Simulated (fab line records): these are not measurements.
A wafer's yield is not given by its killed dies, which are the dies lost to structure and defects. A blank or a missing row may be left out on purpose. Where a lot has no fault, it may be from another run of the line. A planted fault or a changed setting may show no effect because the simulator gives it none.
A struck lot beside a sound one + flow nand harc + 14 out of 1302 route steps
Sound: these wafers, L826.2, L826.3, L826.6. Struck: wafer L836.1. (L836.2, L836.4 of the same lot were not struck and are left out.) The cause comes at the end.
Per side, at each step with rows, come the tool, then ch with its chambers, and then its first start. Under that, the readings that differ: sound wafers + struck wafers + difference of the means + sigmas: that difference in standard deviations of wafers without a fault.
alike: readings whose means differ by less than 2 such deviations, and words and numbers that are the same on both sides. not compared: withheld readings, readings that some wafer has no value for, bounds like >300 that may hide the same value, and numbers for which the record gives no deviation and whose values overlap.
A row with sigmas, a row that says differs or no value, or rows on one side alone: a step with any of these is where the two part. Non-overlapping numbers with no deviation appear without sigmas and do not part them. Lack of a reading on every wafer of one side parts them only where that side has two or more wafers.

first, 7 steps without rows for these wafers: NHARC_A_M0_COAT_33 (time 65 s); NHARC_A_M0_COAT_03 (resist thk 90 nm); NHARC_A_M0_SOFTBAKE_04 (time 55 s); NHARC_A_M0_EBR_05; NHARC_A_M0_EXPOSE_06 (exposes mask A M0, target cd 80 nm); NHARC_A_M0_PEB_07 (peb time 65 s); NHARC_A_M0_DEVELOP_08 (develop time 35 s).
NHARC_A_M0_CD_MEAS_09: target cd 80 nm.
  sound on cd sem-01 ch 0, day 23 00:51; struck on cd sem-03 ch 0, day 28 02:10
  alike: cd nm
NHARC_A_M0_OVL_MEAS_10: pitch 160 nm.
  struck on overlay-02, day 28 02:16; sound on overlay-01, day 23 00:56
  alike: overlay x nm, overlay y nm
NHARC_A_M0_INSPECT_11:
  struck on defect inspect-01, day 28 02:17; sound on defect inspect-01, day 23 00:58
  alike: raw defect count
NHARC_A_M0_DESCUM_14: chemistry O2, time 3 s.
  sound on rie diel-02 ch 0,2,3, day 23 01:02; struck on rie diel-08 ch 3, day 28 02:22
| reading                     | sound       | struck | difference | sigmas |
|-----------------------------|-------------|--------|------------|--------|
| drypump motor current A (A) | 5.3 5.3 4.8 | 6.1    | +1.0       | +2     |
  alike: oes product au, rf vpp V, showerhead plenum p Torr, throttle valve pct
  not compared: rf hours counter h
NHARC_A_M0_ETCH_34: etches the open film in N2/H2, target depth 40 nm, overetch 12 nm, time 43.94 s.
  sound on rie diel-02 ch 0,2,3, day 23 01:08; struck on rie diel-08 ch 1, day 28 02:26
| reading      | sound             | struck | difference | sigmas |
|--------------|-------------------|--------|------------|--------|
| rf vpp V (V) | 434.7 432.6 434.8 | 426.8  | -7.2       | -2     |
  alike: drypump motor current A, oes product au, run length s, showerhead plenum p Torr, throttle valve pct
  not compared: rf hours counter h
NHARC_A_M0_ETCH_15: etches the open film in C4F8/Ar, target depth 150 nm, overetch 15 nm, time 82.5 s.
  sound on rie diel-02 ch 0,3, day 23 01:14; struck on rie diel-08 ch 0, day 28 02:32
| reading          | sound             | struck | difference | sigmas |
|------------------|-------------------|--------|------------|--------|
| run length s (s) | 104.1 103.3 103.6 | 96.5   | -7.2       | -12    |
  alike: oes product au, rf vpp V
  not compared: rf hours counter h
NHARC_A_M0_CD_MEAS_16:
  struck on cd sem-01, day 28 02:39; sound on cd sem-02, day 23 01:23
  alike: cd nm

== WHERE THEY PART ==
Earliest at NHARC_A_M0_DESCUM_14; latest, in this record, at NHARC_A_M0_ETCH_15. Later steps at which nothing parts them and some readings are alike: NHARC_A_M0_CD_MEAS_16.

WHY: the cause the simulator had injected
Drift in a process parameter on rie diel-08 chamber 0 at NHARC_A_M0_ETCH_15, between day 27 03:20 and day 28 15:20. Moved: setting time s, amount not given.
